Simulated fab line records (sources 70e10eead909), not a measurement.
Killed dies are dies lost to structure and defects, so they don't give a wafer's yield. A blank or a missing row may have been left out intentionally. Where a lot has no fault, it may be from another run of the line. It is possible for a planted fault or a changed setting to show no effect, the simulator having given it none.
Which tool is to blame? | flow nandHarc | 13 lots with 39 wafers sampled at 5 steps, on a route of 1159 steps

WHAT EACH GAUGE READ, for each wafer
NHARC_END_SORT_01. Usual: killedAtArray 26, standard deviation 11; killedAtOther 0.4, standard deviation 0.78; killedAtPeriphery 3.4, standard deviation 2.4; killedDies 29, standard deviation 11; killedOpen 3.1, standard deviation 1.9; killedShort 1.9, standard deviation 1.4.
lot  | measured     | on        | killedAtArray | killedAtOther | killedAtPeriphery | killedDies | killedOpen | killedShort | flag
L225 | day 22 17:01 | prober-02 | 27 17 27      | 0 0 0         | 3 2 2             | 30 19 29   | 4 3 4      | 2 2 3       | 
L226 | day 22 09:58 | prober-02 | 33 38 32      | 0 0 0         | 4 3 6             | 37 41 38   | 3 3 6      | 1 3 3       | 
L227 | day 22 17:03 | prober-01 | 23 35 31      | 1 0 0         | 2 2 2             | 26 37 33   | 2 1 4      | 4 3 2       | 
L228 | day 23 00:46 | prober-01 | 16 14 17      | 0 0 0         | 5 3 4             | 21 17 21   | 2 2 8      | 7 3 1       | 
L232 | day 23 08:41 | prober-02 | 28 39 18      | 0 0 0         | 2 0 1             | 30 39 19   | 3 5 1      | 3 1 0       | 
L231 | day 23 17:24 | prober-02 | 12 21 14      | 1 0 0         | 2 2 1             | 15 23 15   | 1 3 1      | 0 2 1       | 
L233 | day 24 00:25 | prober-02 | 43 26 45      | 0 0 1         | 1 2 11            | 44 28 57   | 6 2 3      | 0 1 2       | 
L234 | day 24 08:08 | prober-02 | 16 14 13      | 0 0 1         | 1 3 3             | 17 17 17   | 2 4 2      | 4 1 0       | 
L236 | day 23 10:12 | prober-01 | 37 16 31      | 0 1 0         | 0 7 1             | 37 24 32   | 4 3 3      | 2 1 3       | 
L237 | day 24 15:58 | prober-02 | 22 25 18      | 0 1 1         | 1 7 7             | 23 33 26   | 3 6 8      | 4 0 1       | 
L240 | day 24 15:47 | prober-01 | 26 30 24      | 0 0 0         | 3 2 4             | 29 32 28   | 1 3 2      | 3 1 5       | 
L246 | day 26 02:42 | prober-02 | 35 51 26      | 0 2 1         | 1 3 0             | 36 56 27   | 3 2 1      | 5 2 3       | 
L247 | day 25 23:50 | prober-01 | 17 17 19      | 0 0 1         | 3 1 3             | 20 18 23   | 3 3 3      | 3 2 2       | 

EACH LOT AND THE TOOL THAT RAN IT (in order: tool; ch and the chambers of the sampled wafers; start)
lot  | NHARC_A_STAIRCASE_HM_DEP_462 | NHARC_A_STAIRCASE_HM_OPEN_463                | NHARC_A_STAIRCASE_DEP_325       | NHARC_A_STAIRCASE_ETCH_444
L225 | aclDep-02 ch 0, day 11 15:43 | rieDiel-01 ch 0,1,3, day 13 02:20 or earlier | pecvd-01 ch 1,2, day 13 02:20   | rieDiel-13 ch 0,2, day 13 11:19
L226 | aclDep-03 ch 0, day 11 16:33 | rieDiel-06 ch 2,3, day 13 02:14 or earlier   | pecvd-02 ch 0,2, day 13 02:14   | rieDiel-01 ch 1,2,3, day 13 10:59
L227 | aclDep-01 ch 0, day 12 02:04 | rieDiel-06 ch 0,1,3, day 13 14:17 or earlier | pecvd-01 ch 0,1, day 13 14:17   | rieDiel-01 ch 0,2, day 13 22:40
L228 | aclDep-02 ch 0, day 12 02:35 | rieDiel-13 ch 0,1,2, day 13 14:29 or earlier | pecvd-02 ch 0,1,2, day 13 14:29 | rieDiel-13 ch 0,3, day 13 22:24
L232 | aclDep-03 ch 0, day 13 11:12 | rieDiel-01 ch 0,1,2, day 15 04:41 or earlier | pecvd-01 ch 0,1,2, day 15 04:41 | rieDiel-01 ch 0,2,3, day 15 13:57
L231 | aclDep-02 ch 0, day 13 12:55 | rieDiel-01 ch 0,2,3, day 15 04:19 or earlier | pecvd-04 ch 0,1,2, day 15 04:19 | rieDiel-06 ch 2,3, day 15 14:08
L233 | aclDep-03 ch 0, day 14 05:03 | rieDiel-13 ch 0,1,3, day 15 22:05 or earlier | pecvd-04 ch 0,1,2, day 15 22:05 | rieDiel-01 ch 0,2,3, day 16 05:55
L234 | aclDep-03 ch 0, day 14 06:55 | rieDiel-13 ch 0,2, day 15 21:59 or earlier   | pecvd-02 ch 0,2, day 15 21:59   | rieDiel-01 ch 0,2,3, day 16 07:35
L236 | aclDep-01 ch 0, day 14 12:47 | rieDiel-13 ch 2,3, day 15 22:38 or earlier   | pecvd-01 ch 0,1,2, day 15 22:38 | rieDiel-06 ch 0,1, day 16 08:01
L237 | aclDep-01 ch 0, day 15 02:28 | rieDiel-01 ch 1,2, day 16 19:50 or earlier   | pecvd-01 ch 0,2, day 16 19:50   | rieDiel-01 ch 0,3, day 17 05:36
L240 | aclDep-03 ch 0, day 15 06:23 | rieDiel-06 ch 0,1, day 16 19:16 or earlier   | pecvd-01 ch 0,1,2, day 16 19:16 | rieDiel-06 ch 1,3, day 17 05:25
L246 | aclDep-01 ch 0, day 16 21:16 | rieDiel-06 ch 0,2, day 18 11:08 or earlier   | pecvd-04 ch 0,1,2, day 18 11:08 | rieDiel-06 ch 0,1,2, day 18 20:12
L247 | aclDep-01 ch 0, day 17 04:35 | rieDiel-13 ch 0,2,3, day 18 11:36 or earlier | pecvd-02 ch 0,1,2, day 18 11:36 | rieDiel-01 ch 1,2,3, day 18 20:18
- NHARC_A_STAIRCASE_HM_DEP_462: deposits aC, target thk 800 nm.
- NHARC_A_STAIRCASE_HM_OPEN_463: chemistry O2/COS.
- NHARC_A_STAIRCASE_DEP_325: deposits SiO2, target thk 3800 nm.
- NHARC_A_STAIRCASE_ETCH_444: etches the open film in C4F8/O2, target depth 10200 nm, time 3400 s.

WHAT THE TOOLS THEMSELVES READ (means of the sampled wafers that have a number; where no wafer has one, the mark that the record gives instead)
NHARC_A_STAIRCASE_HM_DEP_462. Usual: throttleValvePct at 35.001 %, with a standard deviation of 0.0086.
lot  | tool      | throttleValvePct (%) | flag
L225 | aclDep-02 | 34.997               | 
L226 | aclDep-03 | 34.999               | 
L227 | aclDep-01 | 35.001               | 
L228 | aclDep-02 | 35.006               | 
L232 | aclDep-03 | 34.998               | 
L231 | aclDep-02 | 35.000               | 
L233 | aclDep-03 | 34.999               | 
L234 | aclDep-03 | 35.007               | 
L236 | aclDep-01 | 34.997               | 
L237 | aclDep-01 | 34.998               | 
L240 | aclDep-03 | 35.004               | 
L246 | aclDep-01 | 34.994               | 
L247 | aclDep-01 | 35.003               | 

NHARC_A_STAIRCASE_HM_OPEN_463. Usual: drypumpMotorCurrentA 5.9 A, standard deviation 0.4; oesProductAu 0.999 a.u., standard deviation 0.0091; rfVppV 466 V, standard deviation 3; showerheadPlenumPTorr 3.08 Torr, standard deviation 0.14; throttleValvePct 28.330 %, standard deviation 0.0089.
lot  | tool       | drypumpMotorCurrentA (A) | oesProductAu (a.u.) | rfVppV (V) | showerheadPlenumPTorr (Torr) | throttleValvePct (%) | flag
L225 | rieDiel-01 | 5.8                      | 0.996               | 466        | 3.05                         | 28.328               | 
L226 | rieDiel-06 | 6.4                      | 1.014               | 467        | 3.10                         | 28.341               | 
L227 | rieDiel-06 | 6.3                      | 1.004               | 467        | 3.12                         | 28.327               | 
L228 | rieDiel-13 | 5.8                      | 0.995               | 465        | 3.01                         | 28.334               | 
L232 | rieDiel-01 | 5.7                      | 0.992               | 464        | 2.98                         | 28.325               | 
L231 | rieDiel-01 | 5.8                      | 1.002               | 465        | 3.05                         | 28.318               | 
L233 | rieDiel-13 | 5.4                      | 0.991               | 465        | 3.01                         | 28.331               | 
L234 | rieDiel-13 | 6.3                      | 1.001               | 470        | 3.29                         | 28.336               | 
L236 | rieDiel-13 | 6.2                      | 0.997               | 469        | 3.21                         | 28.327               | 
L237 | rieDiel-01 | 5.7                      | 0.996               | 464        | 2.94                         | 28.326               | 
L240 | rieDiel-06 | 6.4                      | 1.010               | 470        | 3.23                         | 28.337               | 
L246 | rieDiel-06 | 6.2                      | 0.991               | 468        | 3.16                         | 28.337               | 
L247 | rieDiel-13 | 5.8                      | 0.999               | 468        | 3.13                         | 28.338               | 

NHARC_A_STAIRCASE_DEP_325. Usual: heaterPowerW 627 W, standard deviation 120; mfcPrecursorSccm 199.9 sccm, standard deviation 0.64.
lot  | tool     | heaterPowerW (W) | mfcPrecursorSccm (sccm) | flag
L225 | pecvd-01 | 603              | 200.0                   | 
L226 | pecvd-02 | 651              | 199.2                   | 
L227 | pecvd-01 | 543              | 199.6                   | 
L228 | pecvd-02 | 631              | 199.2                   | 
L232 | pecvd-01 | 612              | 199.8                   | 
L231 | pecvd-04 | 618              | 200.2                   | 
L233 | pecvd-04 | 652              | 199.9                   | 
L234 | pecvd-02 | 651              | 200.7                   | 
L236 | pecvd-01 | 606              | 199.6                   | 
L237 | pecvd-01 | 646              | 206.7                   | OFF
L240 | pecvd-01 | 648              | 203.2                   | OFF
L246 | pecvd-04 | 630              | 200.1                   | 
L247 | pecvd-02 | 611              | 200.1                   | 

NHARC_A_STAIRCASE_ETCH_444. Usual: oesProductAu 0.927 a.u., standard deviation 0.013; rfVppV 806 V, standard deviation 5.2.
lot  | tool       | oesProductAu (a.u.) | rfVppV (V) | flag
L225 | rieDiel-13 | 0.940               | 814        | 
L226 | rieDiel-01 | 0.922               | 804        | 
L227 | rieDiel-01 | 0.926               | 802        | 
L228 | rieDiel-13 | 0.932               | 802        | 
L232 | rieDiel-01 | 0.934               | 805        | 
L231 | rieDiel-06 | 0.917               | 804        | 
L233 | rieDiel-01 | 0.934               | 804        | 
L234 | rieDiel-01 | 0.924               | 804        | 
L236 | rieDiel-06 | 0.924               | 810        | 
L237 | rieDiel-01 | 0.924               | 805        | 
L240 | rieDiel-06 | 0.927               | 802        | 
L246 | rieDiel-06 | 0.950               | 809        | 
L247 | rieDiel-01 | 0.925               | 802        | 

THE ANSWER, worked out from the rows above alone
Rule: lot off if the mean of its wafers having a number is beyond 3 standard deviations from the usual mean. Also off: a lot with no number at a reading for which 4 or more lots have one. Where the step has rows for the other lots, those lots are counted as sound. First the gauges in route order, then the tools' own readings, where a lot's mean is used as printed above. At the first step where some lot is off, the reading lying furthest off is the one used; lots without a number count as furthest.
Off: L237, L240, at NHARC_A_STAIRCASE_DEP_325 (mfcPrecursorSccm).
A tool fits if, at that step or a process step before it, it ran every lot that is off, and no sound lot after the first of them. Because NHARC_A_STAIRCASE_HM_OPEN_463 lacks a start for some lots, the hours and order of its lots are taken from NHARC_A_STAIRCASE_DEP_325. One fits: NHARC_A_STAIRCASE_DEP_325 on pecvd-01. A fault onset in the window from L236 (day 15 22:38, its last sound lot) to L240 (day 16 19:16, its first lot off) fits.
On the lots that are off, the tool's own readings at NHARC_A_STAIRCASE_DEP_325 differ by more than 5 times the standard deviation of the sound lots' means, which bears it out; mfcPrecursorSccm reads 204.9 sccm there versus 199.9 sccm on the sound lots.

WHAT WAS PUT IN BY THE SIMULATOR
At NHARC_A_STAIRCASE_DEP_325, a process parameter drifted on pecvd-01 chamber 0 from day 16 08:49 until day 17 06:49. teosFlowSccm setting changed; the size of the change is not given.
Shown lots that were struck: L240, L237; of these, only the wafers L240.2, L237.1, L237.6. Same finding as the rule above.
